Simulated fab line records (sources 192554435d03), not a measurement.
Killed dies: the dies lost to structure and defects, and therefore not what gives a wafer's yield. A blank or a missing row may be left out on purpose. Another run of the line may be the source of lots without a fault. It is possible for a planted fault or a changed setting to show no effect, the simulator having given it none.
Matching of chambers + flow n5Finfet + N5_BEOL_M15_ETCH_61 on rieDiel-03: 4 sister chambers
The step etches BARC in N2/H2, target depth 89 nm, overetch 26.7 nm, time 67.9 s. 22 wafers are shown with their chamber, then 11 later ones without.

== WAFERS WITH THEIR CHAMBER ==
| wafer  | chamber | showerheadPlenumPTorr (Torr) | throttleValvePct (%) | oesProductAu (a.u.) |
|--------|---------|------------------------------|----------------------|---------------------|
| L074.4 | 1       | 2.45                         | 17.47                | 0.71                |
| L074.5 | 0       | 2.53                         | 17.76                | 0.62                |
| L074.6 | 1       | 2.45                         | 17.47                | 0.71                |
| L075.2 | 0       | 2.53                         | 17.76                | 0.63                |
| L075.4 | 3       | 2.66                         | 17.94                | 0.68                |
| L075.6 | 3       | 2.66                         | 17.92                | 0.68                |
| L078.2 | 0       | 2.53                         | 17.80                | 0.62                |
| L078.4 | 2       | 2.42                         | 17.62                | 0.62                |
| L078.5 | 3       | 2.66                         | 17.96                | 0.67                |
| L080.1 | 3       | 2.66                         | 17.95                | 0.67                |
| L080.3 | 0       | 2.52                         | 17.80                | 0.61                |
| L080.6 | 2       | 2.42                         | 17.60                | 0.62                |
| L083.1 | 1       | 2.45                         | 17.49                | 0.70                |
| L083.5 | 0       | 2.52                         | 17.81                | 0.62                |
| L083.6 | 1       | 2.45                         | 17.48                | 0.70                |
| L082.2 | 3       | 2.66                         | 17.95                | 0.66                |
| L082.3 | 1       | 2.45                         | 17.50                | 0.70                |
| L082.5 | 0       | 2.52                         | 17.80                | 0.62                |
| L086.3 | 1       | 2.44                         | 17.50                | 0.68                |
| L086.4 | 3       | 2.65                         | 17.98                | 0.66                |
| L086.5 | 2       | 2.41                         | 17.61                | 0.61                |
| L093.1 | 2       | 2.41                         | 17.64                | 0.60                |

SIGNATURES (means of the wafers above)
| reading               | chamber 0 | chamber 1 | chamber 2 | chamber 3 | scatter within a chamber |
|-----------------------|-----------|-----------|-----------|-----------|--------------------------|
| showerheadPlenumPTorr | 2.5250    | 2.4483    | 2.4150    | 2.6583    | 0.00481                  |
| throttleValvePct      | 17.7883   | 17.4850   | 17.6175   | 17.9500   | 0.0187                   |
| oesProductAu          | 0.6200    | 0.7000    | 0.6125    | 0.6700    | 0.00905                  |
Rule: distance of a wafer from a chamber = root of the sum over the readings of ((wafer's reading minus chamber's mean) / reading's scatter) squared. If the next closest chamber is less than 2 further off than the closest, the wafer can't be placed; otherwise it belongs to the closest. The scatter: take each reading less its chamber's mean, square it, sum over the shown wafers, divide by the number of wafers less the number of chambers, and take the root.

== WAFERS WITH NO CHAMBER GIVEN ==
| wafer  | showerheadPlenumPTorr (Torr) | throttleValvePct (%) | oesProductAu (a.u.) |
|--------|------------------------------|----------------------|---------------------|
| L093.4 | 2.44                         | 17.53                | 0.68                |
| L093.5 | 2.44                         | 17.50                | 0.68                |
| L095.2 | 2.51                         | 17.83                | 0.60                |
| L095.3 | 2.65                         | 17.98                | 0.65                |
| L095.5 | 2.65                         | 17.99                | 0.65                |
| L096.1 | 2.44                         | 17.55                | 0.68                |
| L096.3 | 2.51                         | 17.87                | 0.59                |
| L096.5 | 2.44                         | 17.53                | 0.68                |
| L097.1 | 2.40                         | 17.69                | 0.58                |
| L097.2 | 2.64                         | 18.03                | 0.64                |
| L097.3 | 2.43                         | 17.56                | 0.67                |

== THE CHAMBER EACH PASSED THROUGH ==
| wafer  | from the rows above     | in truth |
|--------|-------------------------|----------|
| L093.4 | 1                       | 1        |
| L093.5 | 1                       | 1        |
| L095.2 | 0                       | 0        |
| L095.3 | 3                       | 3        |
| L095.5 | 3                       | 3        |
| L096.1 | 1                       | 1        |
| L096.3 | 0                       | 0        |
| L096.5 | 1                       | 1        |
| L097.1 | 2                       | 2        |
| L097.2 | 3                       | 3        |
| L097.3 | can't be placed: 1 or 2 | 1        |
Correctly placed: 10 of 11. Unplaceable from these rows: 1, with the true chamber sitting among the candidates in 1. 0 placed wrongly.
